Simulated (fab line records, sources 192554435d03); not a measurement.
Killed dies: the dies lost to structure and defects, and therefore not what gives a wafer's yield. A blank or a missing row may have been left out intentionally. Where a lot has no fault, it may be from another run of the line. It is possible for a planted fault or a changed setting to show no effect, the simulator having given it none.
Split-lot trial -- flow n5-finfet -- on a route of 1938 steps: 7 lots, 21 wafers read

== ON THE SPLIT ==
At N5_BEOL_M0_SAQP_COAT_08 (resist thk 90 nm), the setting spin-rpm was moved away from the recipe's 1500 rpm on 3 of the 21 wafers read, by -5.5% to +10.4%. All remaining wafers had this setting at the recipe value.

Reading taken at the split's own step.

== THE READING ==
CAR-ArF_of_BEOL_M0_SAQP_COAT_08.thk-nm (the simulator's own value, which no gauge read), in nm, at N5_BEOL_M0_SAQP_COAT_08 (resist thk 90 nm). There is no usual value for it anywhere in the file. Across the 18 wafers here that went through the recipe, the average is 90.3 nm and the standard deviation 0.42 nm.

wafer,"tool, chamber at the split","spin-rpm as run, rpm",against the recipe,"CAR-ArF_of_BEOL_M0_SAQP_COAT_08.thk-nm, nm",against lot-mates on the recipe
L074.3,"litho-track-01, 0",1418,-5.5%,92.8,+2.4
L074.5,"litho-track-01, 0",1418,-5.5%,92.6,+2.2
L074.6,"litho-track-01, 0",1500,recipe,90.4,-
L076.1,"litho-track-04, 0",1500,recipe,90,-
L076.6,"litho-track-04, 0",1500,recipe,90,-
L076.4,"litho-track-04, 0",1500,recipe,89.8,-
L079.1,"litho-track-03, 0",1500,recipe,91.4,-
L079.2,"litho-track-03, 0",1500,recipe,91,-
L079.6,"litho-track-03, 0",1500,recipe,91,-
L082.4,"litho-track-01, 0",1500,recipe,90.4,-
L082.5,"litho-track-01, 0",1500,recipe,90.4,-
L082.6,"litho-track-01, 0",1500,recipe,90.2,-
L085.4,"litho-track-04, 0",1500,recipe,90.2,-
L085.5,"litho-track-04, 0",1500,recipe,90,-
L085.6,"litho-track-04, 0",1500,recipe,89.8,-
L087.1,"litho-track-04, 0",1500,recipe,90.2,-
L087.4,"litho-track-04, 0",1500,recipe,90.2,-
L087.2,"litho-track-04, 0",1500,recipe,90,-
L090.2,"litho-track-03, 0",1656,+10.4%,85.8,-4.4
L090.5,"litho-track-03, 0",1500,recipe,90.4,-
L090.6,"litho-track-03, 0",1500,recipe,90,-

FIT RESULTS
A straight line over all 21 wafers: CAR-ArF_of_BEOL_M0_SAQP_COAT_08.thk-nm changes by -0.435 nm for each +1% of spin-rpm; r = -0.95; the points scatter about the line by 0.41 nm.
The same after taking each lot's own level away (the mean of its wafers on the recipe; 21 wafers): -0.422 nm for each +1%; r = -0.99; scatter 0.14 nm.
The reading moves by 4.4 nm for the largest change in spin-rpm, on that fit.
The span of the lots' own levels, 89.93 to 91.13 nm, comes to 2.8 times the standard deviation stated above.
The two slopes agree, so the slope changes little with the lot-to-lot level.
Check: with one of the wafers moved furthest among these (+10.4%) left out of the fit, the line predicts -4.38 nm for it against its lot-mates. Against them it came out at -4.4 nm.

== FURTHER SPLITS ON THESE WAFERS ==
Other splits were also applied to these wafers ahead of the reading. Each is held against what the fit with the lots' levels taken away leaves over:
other split on the same wafers,wafers away from the commonest value,r with CAR-ArF_of_BEOL_M0_SAQP_COAT_08.thk-nm (lot level and that fit taken away)
N5_MOL_CONTACT_COAG_EXPOSE_05 dose-mj,7,-0.08
N5_MOL_CONTACT_COAG_CONTACT_ETCH_14 source-w,9,-0.24
N5_MOL_CONTACT_COAG_ETCHBACK_135 time-s,4,-0.41
N5_MOL_CONTACT_COAG_COAT_64 spin-rpm,9,+0.04

== THE FILE'S OWN FIT ==
CAR-ArF_of_BEOL_M0_SAQP_COAT_08.thk-nm changes by -0.423 nm for each +1% of spin-rpm, r = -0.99.
